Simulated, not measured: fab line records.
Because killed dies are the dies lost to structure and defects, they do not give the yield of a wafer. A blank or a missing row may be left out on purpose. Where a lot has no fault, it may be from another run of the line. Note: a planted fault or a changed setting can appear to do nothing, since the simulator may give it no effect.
Which of the tools did it? || flow nand_harc || route of 1302 steps, sampled at 1 step: 12 lots, 36 wafers

## WHAT THE GAUGES READ, wafer by wafer
NHARC_A_START_INSPECT_01.
{"lot": "L075", "measured": "day 7 06:37", "on": "defect_inspect-02", "raw_defect_count": "1 0 6"}
{"lot": "L077", "measured": "day 8 01:16", "on": "defect_inspect-02", "raw_defect_count": "2 2 4"}
{"lot": "L078", "measured": "day 8 20:16", "on": "defect_inspect-01", "raw_defect_count": "3 5 4"}
{"lot": "L081", "measured": "day 9 19:22", "on": "defect_inspect-02", "raw_defect_count": "1 1 3"}
{"lot": "L083", "measured": "day 10 12:32", "on": "defect_inspect-02", "raw_defect_count": "3 0 6"}
{"lot": "L085", "measured": "day 11 11:10", "on": "defect_inspect-01", "raw_defect_count": "1 2 4"}
{"lot": "L087", "measured": "day 11 22:13", "on": "defect_inspect-01", "raw_defect_count": "4 5 4"}
{"lot": "L088", "measured": "day 12 18:58", "on": "defect_inspect-01", "raw_defect_count": "1 5 3"}
{"lot": "L091", "measured": "day 13 18:11", "on": "defect_inspect-01", "raw_defect_count": "3 2 1"}
{"lot": "L093", "measured": "day 14 11:49", "on": "defect_inspect-01", "raw_defect_count": "2 4 5"}
{"lot": "L095", "measured": "day 15 15:01", "on": "defect_inspect-01", "raw_defect_count": "3 3 2"}
{"lot": "L097", "measured": "day 16 08:28", "on": "defect_inspect-02", "raw_defect_count": "5 6 5"}

## TOOL THAT RAN EACH LOT (tool first, then ch and the chambers of the sampled wafers, then the start)
Before these readings, the record contains no process step.

## THE ANSWER, worked out from the rows above alone
Rule: the usual values come from the lots themselves. Put in order of their means at a reading, lots are off if they are a third of the lots or fewer, leave a main group of 4 or more, and stand apart from it by a gap of 3 or more times the standard deviation of the main group's means; of several such gaps the widest counts. The tables above print the reading to a certain number of digits; a main group whose means all agree to those digits is not used. A lot without any number at a reading at which 4 lots or more have one is off too. The other lots that the step has rows for count as sound.
Nothing can be told from this: no lot is off at any reading shown.

## WHAT THE SIMULATOR HAD PUT IN
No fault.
